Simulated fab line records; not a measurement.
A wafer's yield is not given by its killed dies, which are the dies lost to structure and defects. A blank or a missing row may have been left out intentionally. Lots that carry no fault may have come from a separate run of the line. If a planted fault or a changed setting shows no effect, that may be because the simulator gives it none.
The tool behind it: which one? / flow nandHarc / 8 lots with 24 wafers sampled at 7 steps, on a route of 1302 steps

== WHAT THE GAUGES READ, wafer by wafer ==
NHARC_A_CHANNEL_FILL_D2_THK_MEAS_06: measures by ellipsometry.
lot=L461; measured=day 15 16:46; on=filmMetro-02; thkNm (nm)=5.8 7.3 6.1
lot=L462; measured=day 15 16:46; on=filmMetro-01; thkNm (nm)=5.1 4.3 5.2
lot=L473; measured=day 20 02:15; on=filmMetro-01; thkNm (nm)=10.8 12.2 12.3
lot=L472; measured=day 20 02:15; on=filmMetro-02; thkNm (nm)=12.3 13.7 11.5
lot=L478; measured=day 22 21:16; on=filmMetro-02; thkNm (nm)=5.9 3.7 4.6
lot=L479; measured=day 23 01:28; on=filmMetro-02; thkNm (nm)=4.6 5.2 5.5
lot=L481; measured=day 23 22:43; on=filmMetro-02; thkNm (nm)=5.9 4.9 5.1
lot=L483; measured=day 24 04:32; on=filmMetro-02; thkNm (nm)=6.4 2.8 4.0

NHARC_END_WLT_00.
lot=L461; measured=day 24 20:59; on=prober-02; VT_DECK1_BOTTOM=0.876 0.860 0.864; VT_DECK1_BOTTOM_INNER=0.863 0.864 0.853; VT_DECK1_MEDIAN_NEAR_BOTTOM=0.869 0.862 0.875; VT_DECK1_MEDIAN_NEAR_BOTTOM_INNER=0.865 0.864 0.866; VT_DECK1_MIDDLE=0.875 0.883 0.882; VT_DECK1_MIDDLE_INNER=0.882 0.871 0.873; VT_DECK1_TOP=0.883 0.882 0.887; VT_DECK1_TOP_INNER=0.886 0.883 0.877; VT_DECK2_BOTTOM=0.875 0.870 0.874; VT_DECK2_BOTTOM_INNER=0.871 0.873 0.864; VT_DECK2_MEDIAN_NEAR_BOTTOM=0.875 0.864 0.875; VT_DECK2_MEDIAN_NEAR_BOTTOM_INNER=0.879 0.879 0.866; VT_DECK2_MIDDLE=0.885 0.883 0.883; VT_DECK2_MIDDLE_INNER=0.884 0.886 0.880; VT_DECK2_TOP=0.903 0.898 0.905; VT_DECK2_TOP_INNER=0.906 0.890 0.894
lot=L462; measured=day 24 13:13; on=prober-02; VT_DECK1_BOTTOM=0.871 0.868 0.865; VT_DECK1_BOTTOM_INNER=0.871 0.866 0.865; VT_DECK1_MEDIAN_NEAR_BOTTOM=0.872 0.866 0.869; VT_DECK1_MEDIAN_NEAR_BOTTOM_INNER=0.872 0.861 0.875; VT_DECK1_MIDDLE=0.882 0.876 0.888; VT_DECK1_MIDDLE_INNER=0.874 0.891 0.881; VT_DECK1_TOP=0.893 0.883 0.887; VT_DECK1_TOP_INNER=0.888 0.886 0.885; VT_DECK2_BOTTOM=0.870 0.856 0.873; VT_DECK2_BOTTOM_INNER=0.872 0.861 0.859; VT_DECK2_MEDIAN_NEAR_BOTTOM=0.878 0.870 0.874; VT_DECK2_MEDIAN_NEAR_BOTTOM_INNER=0.876 0.866 0.867; VT_DECK2_MIDDLE=0.885 0.884 0.884; VT_DECK2_MIDDLE_INNER=0.888 0.885 0.877; VT_DECK2_TOP=0.897 0.898 0.893; VT_DECK2_TOP_INNER=0.894 0.891 0.894
lot=L473; measured=day 29 06:07; on=prober-01; VT_DECK1_BOTTOM=0.879 0.888 0.879; VT_DECK1_BOTTOM_INNER=0.875 0.880 0.877; VT_DECK1_MEDIAN_NEAR_BOTTOM=0.881 0.885 0.879; VT_DECK1_MEDIAN_NEAR_BOTTOM_INNER=0.882 0.876 0.880; VT_DECK1_MIDDLE=0.883 0.892 0.881; VT_DECK1_MIDDLE_INNER=0.878 0.896 0.894; VT_DECK1_TOP=0.896 0.903 0.896; VT_DECK1_TOP_INNER=0.899 0.898 0.904; VT_DECK2_BOTTOM=1.080 1.085 1.075; VT_DECK2_BOTTOM_INNER=1.075 1.084 1.068; VT_DECK2_MEDIAN_NEAR_BOTTOM=1.100 1.066 1.080; VT_DECK2_MEDIAN_NEAR_BOTTOM_INNER=1.083 1.077 1.068; VT_DECK2_MIDDLE=1.126 1.108 1.111; VT_DECK2_MIDDLE_INNER=1.116 1.119 1.115; VT_DECK2_TOP=1.139 1.133 1.131; VT_DECK2_TOP_INNER=1.138 1.141 1.142
lot=L472; measured=day 28 23:50; on=prober-01; VT_DECK1_BOTTOM=0.875 0.874 0.880; VT_DECK1_BOTTOM_INNER=0.877 0.878 0.875; VT_DECK1_MEDIAN_NEAR_BOTTOM=0.883 0.879 0.877; VT_DECK1_MEDIAN_NEAR_BOTTOM_INNER=0.872 0.878 0.877; VT_DECK1_MIDDLE=0.892 0.893 0.893; VT_DECK1_MIDDLE_INNER=0.894 0.883 0.895; VT_DECK1_TOP=0.905 0.900 0.903; VT_DECK1_TOP_INNER=0.898 0.903 0.889; VT_DECK2_BOTTOM=1.065 1.071 1.057; VT_DECK2_BOTTOM_INNER=1.064 1.073 1.059; VT_DECK2_MEDIAN_NEAR_BOTTOM=1.067 1.075 1.071; VT_DECK2_MEDIAN_NEAR_BOTTOM_INNER=1.069 1.089 1.074; VT_DECK2_MIDDLE=1.087 1.103 1.105; VT_DECK2_MIDDLE_INNER=1.108 1.104 1.099; VT_DECK2_TOP=1.135 1.126 1.122; VT_DECK2_TOP_INNER=1.138 1.122 1.140
lot=L478; measured=day 32 14:47; on=prober-01; VT_DECK1_BOTTOM=0.851 0.857 0.870; VT_DECK1_BOTTOM_INNER=0.858 0.858 0.867; VT_DECK1_MEDIAN_NEAR_BOTTOM=0.854 0.866 0.873; VT_DECK1_MEDIAN_NEAR_BOTTOM_INNER=0.860 0.853 0.870; VT_DECK1_MIDDLE=0.872 0.870 0.873; VT_DECK1_MIDDLE_INNER=0.872 0.870 0.881; VT_DECK1_TOP=0.894 0.898 0.892; VT_DECK1_TOP_INNER=0.892 0.890 0.896; VT_DECK2_BOTTOM=0.876 0.876 0.882; VT_DECK2_BOTTOM_INNER=0.872 0.874 0.874; VT_DECK2_MEDIAN_NEAR_BOTTOM=0.886 0.886 0.880; VT_DECK2_MEDIAN_NEAR_BOTTOM_INNER=0.877 0.881 0.873; VT_DECK2_MIDDLE=0.889 0.887 0.894; VT_DECK2_MIDDLE_INNER=0.886 0.895 0.891; VT_DECK2_TOP=0.905 0.901 0.911; VT_DECK2_TOP_INNER=0.906 0.904 0.903
lot=L479; measured=day 32 05:07; on=prober-01; VT_DECK1_BOTTOM=0.873 0.877 0.873; VT_DECK1_BOTTOM_INNER=0.873 0.868 0.879; VT_DECK1_MEDIAN_NEAR_BOTTOM=0.879 0.865 0.885; VT_DECK1_MEDIAN_NEAR_BOTTOM_INNER=0.878 0.865 0.874; VT_DECK1_MIDDLE=0.875 0.888 0.888; VT_DECK1_MIDDLE_INNER=0.887 0.892 0.881; VT_DECK1_TOP=0.901 0.899 0.898; VT_DECK1_TOP_INNER=0.895 0.905 0.892; VT_DECK2_BOTTOM=0.872 0.871 0.870; VT_DECK2_BOTTOM_INNER=0.868 0.871 0.868; VT_DECK2_MEDIAN_NEAR_BOTTOM=0.870 0.877 0.864; VT_DECK2_MEDIAN_NEAR_BOTTOM_INNER=0.877 0.880 0.863; VT_DECK2_MIDDLE=0.879 0.886 0.886; VT_DECK2_MIDDLE_INNER=0.882 0.887 0.877; VT_DECK2_TOP=0.897 0.891 0.903; VT_DECK2_TOP_INNER=0.899 0.902 0.890
lot=L481; measured=day 33 01:38; on=prober-02; VT_DECK1_BOTTOM=0.867 0.888 0.867; VT_DECK1_BOTTOM_INNER=0.873 0.892 0.872; VT_DECK1_MEDIAN_NEAR_BOTTOM=0.874 0.889 0.871; VT_DECK1_MEDIAN_NEAR_BOTTOM_INNER=0.872 0.875 0.868; VT_DECK1_MIDDLE=0.888 0.897 0.890; VT_DECK1_MIDDLE_INNER=0.889 0.894 0.877; VT_DECK1_TOP=0.906 0.913 0.907; VT_DECK1_TOP_INNER=0.905 0.895 0.900; VT_DECK2_BOTTOM=0.861 0.868 0.867; VT_DECK2_BOTTOM_INNER=0.860 0.875 0.858; VT_DECK2_MEDIAN_NEAR_BOTTOM=0.864 0.873 0.867; VT_DECK2_MEDIAN_NEAR_BOTTOM_INNER=0.867 0.867 0.865; VT_DECK2_MIDDLE=0.882 0.888 0.881; VT_DECK2_MIDDLE_INNER=0.886 0.879 0.881; VT_DECK2_TOP=0.901 0.898 0.898; VT_DECK2_TOP_INNER=0.891 0.895 0.892
lot=L483; measured=day 33 07:06; on=prober-01; VT_DECK1_BOTTOM=0.869 0.876 0.874; VT_DECK1_BOTTOM_INNER=0.868 0.872 0.874; VT_DECK1_MEDIAN_NEAR_BOTTOM=0.868 0.875 0.867; VT_DECK1_MEDIAN_NEAR_BOTTOM_INNER=0.865 0.868 0.877; VT_DECK1_MIDDLE=0.891 0.885 0.891; VT_DECK1_MIDDLE_INNER=0.889 0.881 0.891; VT_DECK1_TOP=0.897 0.897 0.902; VT_DECK1_TOP_INNER=0.904 0.903 0.900; VT_DECK2_BOTTOM=0.854 0.856 0.862; VT_DECK2_BOTTOM_INNER=0.857 0.854 0.860; VT_DECK2_MEDIAN_NEAR_BOTTOM=0.865 0.853 0.858; VT_DECK2_MEDIAN_NEAR_BOTTOM_INNER=0.865 0.860 0.855; VT_DECK2_MIDDLE=0.874 0.873 0.874; VT_DECK2_MIDDLE_INNER=0.879 0.873 0.870; VT_DECK2_TOP=0.888 0.889 0.889; VT_DECK2_TOP_INNER=0.884 0.882 0.878

NHARC_END_SORT_01.
lot=L462; measured=day 24 16:30; on=prober-02; killedAtArray=27 17 17; killedAtOther=0 0 0; killedAtPeriphery=5 8 5; killedDies=32 25 22; killedOpen=4 3 1; killedShort=3 4 3
lot=L473; measured=day 29 09:08; on=prober-01; killedAtArray=54 53 44; killedAtOther=1 0 2; killedAtPeriphery=3 2 1; killedDies=58 55 47; killedOpen=3 3 0; killedShort=2 2 1
lot=L472; measured=day 29 03:43; on=prober-01; killedAtArray=69 72 71; killedAtOther=1 1 2; killedAtPeriphery=1 2 2; killedDies=71 75 75; killedOpen=3 3 4; killedShort=0 3 3

== WHICH TOOL RAN EACH LOT (tool, then ch and the chambers of the sampled wafers, then the start) ==
lot=L461; NHARC_A_CHANNEL_HOLE_D2_STRIP_28=rieDiel-01 ch 0,1, day 15 04:47 or earlier; NHARC_A_CHANNEL_FILL_D2_ETCHBACK_19=rieSi-02 ch 1,2, day 15 04:47; NHARC_A_CHANNEL_FILL_D2_CVD_05=lpcvdPoly-01 ch 0, day 15 07:28; NHARC_A_CHANNEL_FILL_D2_ALD_25=aldHk-04 ch 1,2,3, day 15 16:50
lot=L462; NHARC_A_CHANNEL_HOLE_D2_STRIP_28=rieDiel-10 ch 1,3, day 15 04:47 or earlier; NHARC_A_CHANNEL_FILL_D2_ETCHBACK_19=rieSi-06 ch 0,1, day 15 04:47; NHARC_A_CHANNEL_FILL_D2_CVD_05=lpcvdPoly-01 ch 0, day 15 07:28; NHARC_A_CHANNEL_FILL_D2_ALD_25=aldHk-01 ch 2,3, day 15 16:50
lot=L473; NHARC_A_CHANNEL_HOLE_D2_STRIP_28=rieDiel-01 ch 0,1,3, day 19 13:52 or earlier; NHARC_A_CHANNEL_FILL_D2_ETCHBACK_19=rieSi-02 ch 0,1,3, day 19 13:52; NHARC_A_CHANNEL_FILL_D2_CVD_05=lpcvdPoly-01 ch 0, day 19 16:33; NHARC_A_CHANNEL_FILL_D2_ALD_25=aldHk-02 ch 1,2,3, day 20 02:18
lot=L472; NHARC_A_CHANNEL_HOLE_D2_STRIP_28=rieDiel-01 ch 0,3, day 19 13:54 or earlier; NHARC_A_CHANNEL_FILL_D2_ETCHBACK_19=rieSi-06 ch 1,2, day 19 13:54; NHARC_A_CHANNEL_FILL_D2_CVD_05=lpcvdPoly-01 ch 0, day 19 16:33; NHARC_A_CHANNEL_FILL_D2_ALD_25=aldHk-04 ch 1,2, day 20 02:56
lot=L478; NHARC_A_CHANNEL_HOLE_D2_STRIP_28=rieDiel-05 ch 1,2,3, day 22 09:16 or earlier; NHARC_A_CHANNEL_FILL_D2_ETCHBACK_19=rieSi-06 ch 0,1,2, day 22 09:16; NHARC_A_CHANNEL_FILL_D2_CVD_05=lpcvdPoly-04 ch 0, day 22 12:02; NHARC_A_CHANNEL_FILL_D2_ALD_25=aldHk-01 ch 0,1,2, day 22 21:20
lot=L479; NHARC_A_CHANNEL_HOLE_D2_STRIP_28=rieDiel-10 ch 1,2, day 22 13:49 or earlier; NHARC_A_CHANNEL_FILL_D2_ETCHBACK_19=rieSi-01 ch 0,2,3, day 22 13:49; NHARC_A_CHANNEL_FILL_D2_CVD_05=lpcvdPoly-04 ch 0, day 22 16:35; NHARC_A_CHANNEL_FILL_D2_ALD_25=aldHk-04 ch 0,1, day 23 03:05
lot=L481; NHARC_A_CHANNEL_HOLE_D2_STRIP_28=rieDiel-05 ch 0,1,3, day 23 10:26 or earlier; NHARC_A_CHANNEL_FILL_D2_ETCHBACK_19=rieSi-01 ch 2,3, day 23 10:26; NHARC_A_CHANNEL_FILL_D2_CVD_05=lpcvdPoly-02 ch 0, day 23 13:12; NHARC_A_CHANNEL_FILL_D2_ALD_25=aldHk-01 ch 0,1, day 23 22:46
lot=L483; NHARC_A_CHANNEL_HOLE_D2_STRIP_28=rieDiel-01 ch 0,1,2, day 23 17:05 or earlier; NHARC_A_CHANNEL_FILL_D2_ETCHBACK_19=rieSi-02 ch 1,2,3, day 23 17:05; NHARC_A_CHANNEL_FILL_D2_CVD_05=lpcvdPoly-02 ch 0, day 23 19:41; NHARC_A_CHANNEL_FILL_D2_ALD_25=aldHk-02 ch 1,2,3, day 24 04:36
- NHARC_A_CHANNEL_HOLE_D2_STRIP_28: strips in O2.
- NHARC_A_CHANNEL_FILL_D2_ETCHBACK_19: etches the open film in HBr/Cl2, target depth 5 nm, time 1.7 s.
- NHARC_A_CHANNEL_FILL_D2_CVD_05: deposits poly-Si, target thk 5 nm.
- NHARC_A_CHANNEL_FILL_D2_ALD_25: deposits SiOx, target thk 60 nm, pulse time 10 s, ald cycles 600.

== WHAT THE TOOLS THEMSELVES READ (means of the sampled wafers that have a number; where no wafer has one, the mark that the record gives instead) ==
NHARC_A_CHANNEL_HOLE_D2_STRIP_28.
lot=L461; tool=rieDiel-01; chamberPressureMTorr (mTorr)=60.00; drypumpMotorCurrentA (A)=5.5; oesProductAu (a.u.)=1.004; rfVppV (V)=57.8; showerheadPlenumPTorr (Torr)=3.62; throttleValvePct (%)=17.041
lot=L462; tool=rieDiel-10; chamberPressureMTorr (mTorr)=60.03; drypumpMotorCurrentA (A)=5.5; oesProductAu (a.u.)=0.999; rfVppV (V)=57.6; showerheadPlenumPTorr (Torr)=3.54; throttleValvePct (%)=17.038
lot=L473; tool=rieDiel-01; chamberPressureMTorr (mTorr)=59.97; drypumpMotorCurrentA (A)=5.8; oesProductAu (a.u.)=0.997; rfVppV (V)=57.7; showerheadPlenumPTorr (Torr)=3.56; throttleValvePct (%)=17.032
lot=L472; tool=rieDiel-01; chamberPressureMTorr (mTorr)=60.03; drypumpMotorCurrentA (A)=5.9; oesProductAu (a.u.)=0.991; rfVppV (V)=57.5; showerheadPlenumPTorr (Torr)=3.50; throttleValvePct (%)=17.039
lot=L478; tool=rieDiel-05; chamberPressureMTorr (mTorr)=59.99; drypumpMotorCurrentA (A)=6.1; oesProductAu (a.u.)=0.992; rfVppV (V)=57.3; showerheadPlenumPTorr (Torr)=3.62; throttleValvePct (%)=17.042
lot=L479; tool=rieDiel-10; chamberPressureMTorr (mTorr)=59.99; drypumpMotorCurrentA (A)=5.4; oesProductAu (a.u.)=1.000; rfVppV (V)=57.5; showerheadPlenumPTorr (Torr)=3.54; throttleValvePct (%)=17.027
lot=L481; tool=rieDiel-05; chamberPressureMTorr (mTorr)=60.01; drypumpMotorCurrentA (A)=5.9; oesProductAu (a.u.)=1.001; rfVppV (V)=57.7; showerheadPlenumPTorr (Torr)=3.52; throttleValvePct (%)=17.037
lot=L483; tool=rieDiel-01; chamberPressureMTorr (mTorr)=60.03; drypumpMotorCurrentA (A)=5.5; oesProductAu (a.u.)=0.993; rfVppV (V)=57.7; showerheadPlenumPTorr (Torr)=3.57; throttleValvePct (%)=17.040

NHARC_A_CHANNEL_FILL_D2_ETCHBACK_19.
lot=L461; tool=rieSi-02; chamberPressureMTorr (mTorr)=15.004; drypumpMotorCurrentA (A)=6.0; heBacksideLeakSccm (sccm)=2.6; oesProductAu (a.u.)=0.987; throttleValvePct (%)=26.404
lot=L462; tool=rieSi-06; chamberPressureMTorr (mTorr)=14.996; drypumpMotorCurrentA (A)=6.2; heBacksideLeakSccm (sccm)=2.7; oesProductAu (a.u.)=1.011; throttleValvePct (%)=26.394
lot=L473; tool=rieSi-02; chamberPressureMTorr (mTorr)=14.999; drypumpMotorCurrentA (A)=5.9; heBacksideLeakSccm (sccm)=2.6; oesProductAu (a.u.)=1.001; throttleValvePct (%)=26.411
lot=L472; tool=rieSi-06; chamberPressureMTorr (mTorr)=14.996; drypumpMotorCurrentA (A)=5.8; heBacksideLeakSccm (sccm)=3.1; oesProductAu (a.u.)=1.007; throttleValvePct (%)=26.403
lot=L478; tool=rieSi-06; chamberPressureMTorr (mTorr)=14.987; drypumpMotorCurrentA (A)=6.1; heBacksideLeakSccm (sccm)=2.8; oesProductAu (a.u.)=0.998; throttleValvePct (%)=26.400
lot=L479; tool=rieSi-01; chamberPressureMTorr (mTorr)=15.012; drypumpMotorCurrentA (A)=6.2; heBacksideLeakSccm (sccm)=2.7; oesProductAu (a.u.)=0.996; throttleValvePct (%)=26.401
lot=L481; tool=rieSi-01; chamberPressureMTorr (mTorr)=15.012; drypumpMotorCurrentA (A)=6.1; heBacksideLeakSccm (sccm)=2.8; oesProductAu (a.u.)=0.993; throttleValvePct (%)=26.399
lot=L483; tool=rieSi-02; chamberPressureMTorr (mTorr)=15.002; drypumpMotorCurrentA (A)=6.1; heBacksideLeakSccm (sccm)=2.5; oesProductAu (a.u.)=1.004; throttleValvePct (%)=26.409

NHARC_A_CHANNEL_FILL_D2_CVD_05.
lot=L461; tool=lpcvdPoly-01; spikeTcBottomC (C)=570.9; spikeTcCentreC (C)=552.1; spikeTcLowerC (C)=552.1; spikeTcTopC (C)=571; spikeTcUpperC (C)=550.5; tubeCenterTempC (C)=550; zonePowerLowerPct (%)=6.73; zonePowerTopPct (%)=15.7
lot=L462; tool=lpcvdPoly-01; spikeTcBottomC (C)=569.5; spikeTcCentreC (C)=551.8; spikeTcLowerC (C)=550.3; spikeTcTopC (C)=573; spikeTcUpperC (C)=549.4; tubeCenterTempC (C)=550; zonePowerLowerPct (%)=6.64; zonePowerTopPct (%)=15.9
lot=L473; tool=lpcvdPoly-01; spikeTcBottomC (C)=602.2; spikeTcCentreC (C)=583.8; spikeTcLowerC (C)=584.4; spikeTcTopC (C)=604; spikeTcUpperC (C)=583.3; tubeCenterTempC (C)=582; zonePowerLowerPct (%)=7.28; zonePowerTopPct (%)=17.0
lot=L472; tool=lpcvdPoly-01; spikeTcBottomC (C)=602.0; spikeTcCentreC (C)=583.6; spikeTcLowerC (C)=584.2; spikeTcTopC (C)=603; spikeTcUpperC (C)=582.9; tubeCenterTempC (C)=582; zonePowerLowerPct (%)=7.30; zonePowerTopPct (%)=17.0
lot=L478; tool=lpcvdPoly-04; spikeTcBottomC (C)=570.4; spikeTcCentreC (C)=550.0; spikeTcLowerC (C)=550.4; spikeTcTopC (C)=563; spikeTcUpperC (C)=547.9; tubeCenterTempC (C)=550; zonePowerLowerPct (%)=6.69; zonePowerTopPct (%)=15.0
lot=L479; tool=lpcvdPoly-04; spikeTcBottomC (C)=570.3; spikeTcCentreC (C)=550.9; spikeTcLowerC (C)=549.7; spikeTcTopC (C)=564; spikeTcUpperC (C)=548.5; tubeCenterTempC (C)=550; zonePowerLowerPct (%)=6.79; zonePowerTopPct (%)=15.1
lot=L481; tool=lpcvdPoly-02; spikeTcBottomC (C)=572.6; spikeTcCentreC (C)=551.8; spikeTcLowerC (C)=552.5; spikeTcTopC (C)=569; spikeTcUpperC (C)=548.5; tubeCenterTempC (C)=550; zonePowerLowerPct (%)=6.76; zonePowerTopPct (%)=17.3
lot=L483; tool=lpcvdPoly-02; spikeTcBottomC (C)=573.2; spikeTcCentreC (C)=552.6; spikeTcLowerC (C)=551.6; spikeTcTopC (C)=570; spikeTcUpperC (C)=549.3; tubeCenterTempC (C)=550; zonePowerLowerPct (%)=6.76; zonePowerTopPct (%)=17.3

NHARC_A_CHANNEL_FILL_D2_ALD_25.
lot=L461; tool=aldHk-04; heaterPowerW (W)=460; precursorPulseHeightRel=1.014
lot=L462; tool=aldHk-01; heaterPowerW (W)=463; precursorPulseHeightRel=0.991
lot=L473; tool=aldHk-02; heaterPowerW (W)=444; precursorPulseHeightRel=1.005
lot=L472; tool=aldHk-04; heaterPowerW (W)=438; precursorPulseHeightRel=1.003
lot=L478; tool=aldHk-01; heaterPowerW (W)=461; precursorPulseHeightRel=0.985
lot=L479; tool=aldHk-04; heaterPowerW (W)=413; precursorPulseHeightRel=0.992
lot=L481; tool=aldHk-01; heaterPowerW (W)=436; precursorPulseHeightRel=0.998
lot=L483; tool=aldHk-02; heaterPowerW (W)=450; precursorPulseHeightRel=0.992

== THE ANSWER, worked out from the rows above alone ==
Rule: usual is defined by the lots themselves. Put in order of their means at a reading, lots are off if they are a third of the lots or fewer, leave a main group of 4 or more, and stand apart from it by a gap of 3 or more times the standard deviation of the main group's means; of several such gaps the widest counts. Not used: any main group whose means are identical at the precision the tables above print for the reading. Also off: a lot with no number at a reading for which 4 or more lots have one. Where the step has rows for the other lots, those lots are counted as sound. The gauges are gone through in route order, then the tools' own readings, and for those a lot's mean is taken as printed above. At the first step where some lot is off, the reading lying furthest off is the one used; lots without a number count as furthest.
Off, at NHARC_A_CHANNEL_FILL_D2_THK_MEAS_06 on thkNm: L473, L472. For the main group the mean is 5.1 nm and the standard deviation 0.63.
If a tool, at a process step before that reading, ran all the lots that are off and no sound lot after the first of them, it fits. The gauges at NHARC_A_CHANNEL_FILL_D2_THK_MEAS_06 aren't tried: what is off there is off at NHARC_END_WLT_00 too, on other tools, and a gauge's error can't cause that. With no start given for some of its lots, NHARC_A_CHANNEL_HOLE_D2_STRIP_28 uses the hours and lot order of NHARC_A_CHANNEL_FILL_D2_ETCHBACK_19. One fits: NHARC_A_CHANNEL_FILL_D2_CVD_05 on lpcvdPoly-01. A fault onset in the window from L461 (day 15 07:28, its last sound lot) to L472 (day 19 16:33, its first lot off) fits.
The tool's own readings at NHARC_A_CHANNEL_FILL_D2_CVD_05 bear it out: on the lots that are off they differ by more than 5 times the standard deviation of the sound lots' means. spikeTcBottomC reads 602.1 C there against 571.1 C on the sound lots; spikeTcCentreC reads 583.7 C there against 551.5 C on the sound lots; spikeTcLowerC reads 584.3 C there against 551.1 C on the sound lots; spikeTcTopC reads 604 C there against 568 C on the sound lots; spikeTcUpperC reads 583.1 C there against 549.0 C on the sound lots; tubeCenterTempC reads 582 C there against 550 C on the sound lots; zonePowerLowerPct reads 7.29 % there against 6.73 % on the sound lots.

== WHAT THE SIMULATOR HAD INSERTED ==
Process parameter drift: lpcvdPoly-01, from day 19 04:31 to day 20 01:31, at NHARC_A_CHANNEL_FILL_D2_CVD_05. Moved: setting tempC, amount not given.
Struck lots among those shown: L473, L472. This agrees with what the rule above found.
